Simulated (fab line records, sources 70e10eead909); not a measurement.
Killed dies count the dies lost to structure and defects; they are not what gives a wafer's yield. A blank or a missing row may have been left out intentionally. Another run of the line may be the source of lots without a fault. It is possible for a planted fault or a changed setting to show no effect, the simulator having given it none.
Problem report, 8D (eight disciplines) form, completed by code :: flow nand harc :: the parts of the form that need people (team, actions taken, sign-off) are left out

## 1. THE ISSUE
At NHARC_P_ZERO_WELL_INSPECT_43, raw defect count averages 64 over 3 wafers from 2 lots, while fault-free wafers read 14, standard deviation 5.9. Measured from the usual mean, that is +8.4 standard deviations.
Seen first at day 7 23:26 on defect inspect-02, wafer L626.4. The record has a number at this step for 33 wafers belonging to 11 lots. Rule for "out", or "out of limits": more than 4 standard deviations from the usual mean. The other wafers with a number count as sound.

## 2. WHAT IT IS AND WHAT IT IS NOT
question: which readings at this step
is: raw defect count
is not: -

question: which lots
is: L626, L627
is not: L612, L615, L617, L618, L628, L629, L633, L634, L635

question: which wafers of those lots
is: L626.4, L627.3, L627.6
is not: L626.1, L626.5, L627.1

question: read on which gauges
is: defect inspect-01, defect inspect-02
is not: -

question: when
is: from day 7 23:26
is not: up to then (14 sound wafers); but 16 sound wafers of L627, L628, L629, L633, L634, L635 came after

## 3. THE SUSPECTS, EACH WITH WHAT RULES IT OUT
Counting: if a tool at a process step up to the reading ran every lot that is out, it stays a suspect. Sound lots after the first of them don't rule it out here, since some wafers of a struck lot are sound.
- ruled out: the gauge at NHARC_P_ZERO_WELL_INSPECT_43. The wafers that are out were read on 2 gauges (defect inspect-01, defect inspect-02).
- pecvd-03 at NHARC_P_ZERO_WELL_PECVD_02 (deposits SiO2, target thk 10 nm): kept. It ran every lot that is out, first L626 (day 7 16:31); its last sound lot up to then is L618 (day 4 08:29).
- rie si-01 at NHARC_P_ZERO_WELL_ETCH_63 (etches the open film in HBr/Cl2, target depth 120 nm, time 40.1 s): kept. It ran every lot that is out, first L626 (day 7 17:41); its last sound lot up to then is L615 (day 3 03:36).
- Within pecvd-03 at NHARC_P_ZERO_WELL_PECVD_02: the wafers that are out ran in chamber 0; their sound lot-mates ran in chambers 1, 2.
Left after counting: pecvd-03 at NHARC_P_ZERO_WELL_PECVD_02, rie si-01 at NHARC_P_ZERO_WELL_ETCH_63.

## 4. THE CAUSE (what the simulator had put in)
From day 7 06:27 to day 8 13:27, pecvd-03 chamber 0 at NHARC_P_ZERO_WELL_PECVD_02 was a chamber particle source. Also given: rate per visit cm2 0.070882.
This tool is one of the 2 suspects left after counting.

## 5. THE EFFECT CHAIN, in route order
Rows list readings where the struck wafers' mean (over those with a number) sits beyond 3 standard deviations from the usual. Scope: only readings with a usual standard deviation given in the record; hours: median across lots of the time from each lot's start at the first step in this table that gives one to its start at this step; sigmas: change in usual standard deviations.
hours: 0
step: NHARC_P_ZERO_WELL_INSPECT_43
reading: raw defect count
usual: 14
on struck wafers: 64
change: +50
sigmas: +8.4

hours: 16
step: NHARC_P_STI_INSPECT_11
reading: raw defect count
usual: 6
on struck wafers: 49
change: +43
sigmas: +14

hours: 542
step: NHARC_END_SORT_01
reading: killed at periphery
usual: 4.0
on struck wafers: 19.7
change: +15.7
sigmas: +6.0

## 6. HOW IT WOULD HAVE BEEN CAUGHT EARLIER
17 hours passed between the start of the fault at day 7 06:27 and the first reading out of limits at a measuring or inspecting step in this record, taken at day 7 23:26.
An alarm limit of 4 standard deviations would not have fired on the tool readings at NHARC_P_ZERO_WELL_PECVD_02 for which the record gives a usual standard deviation, since none of them was out on any struck wafer.
L627, from the lots that are out (2), started NHARC_P_ZERO_WELL_PECVD_02 on pecvd-03 later than day 7 23:26. Had the tool been put on hold then, it would have been spared.
